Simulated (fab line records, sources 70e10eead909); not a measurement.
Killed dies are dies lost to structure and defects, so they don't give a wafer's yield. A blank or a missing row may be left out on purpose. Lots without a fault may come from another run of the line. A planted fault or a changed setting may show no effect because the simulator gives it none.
Chamber matching | flow nand_harc | NHARC_A_STAIRCASE_ALD_420 on ald_hk-03: 4 sister chambers
The step deposits SiO2, target thk 20 nm, pulse time 6 s, ald cycles 200. 4 wafers are shown with their chamber, then 9 later ones without.

WAFERS WITH THEIR CHAMBER
wafer  | chamber | heater_power_w (W)
L084.3 | 2       | 473
L084.5 | 0       | 488
L083.4 | 3       | 497
L083.6 | 1       | 430

WAFERS WITHOUT THEIR CHAMBER
wafer  | heater_power_w (W)
L087.1 | 420
L087.4 | 476
L087.6 | 493
L093.1 | 461
L093.5 | 464
L093.6 | 400
L095.1 | 410
L095.2 | 476
L095.4 | 512

WHICH CHAMBER EACH WENT THROUGH
wafer  | from the rows above               | in truth
L087.1 | 1                                 | 1
L087.4 | can't be placed: 2 or 0 or 3      | 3
L087.6 | can't be placed: 3 or 0 or 2      | 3
L093.1 | can't be placed: 2 or 0 or 1 or 3 | 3
L093.5 | can't be placed: 2 or 0 or 3 or 1 | 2
L093.6 | 1                                 | 1
L095.1 | 1                                 | 1
L095.2 | can't be placed: 2 or 0 or 3      | 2
L095.4 | can't be placed: 3 or 0 or 2      | 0
Placed correctly: 3 of 9. Can't be placed from these rows: 6 (the true chamber is among the candidates in 6). Placed wrongly: 0.
How it was worked out, from the rows above alone: a wafer's distance from a chamber is the root of the sum, over the readings, of the square of ((its reading less the chamber's mean) divided by the reading's scatter). The wafer belongs to the nearest chamber; if the next one is less than 2 further off, it can't be placed. A chamber's mean is the mean of its shown wafers. The scatter: with one shown wafer a chamber, the root of the mean of the squares of how far each hidden wafer lies from its nearest shown one.
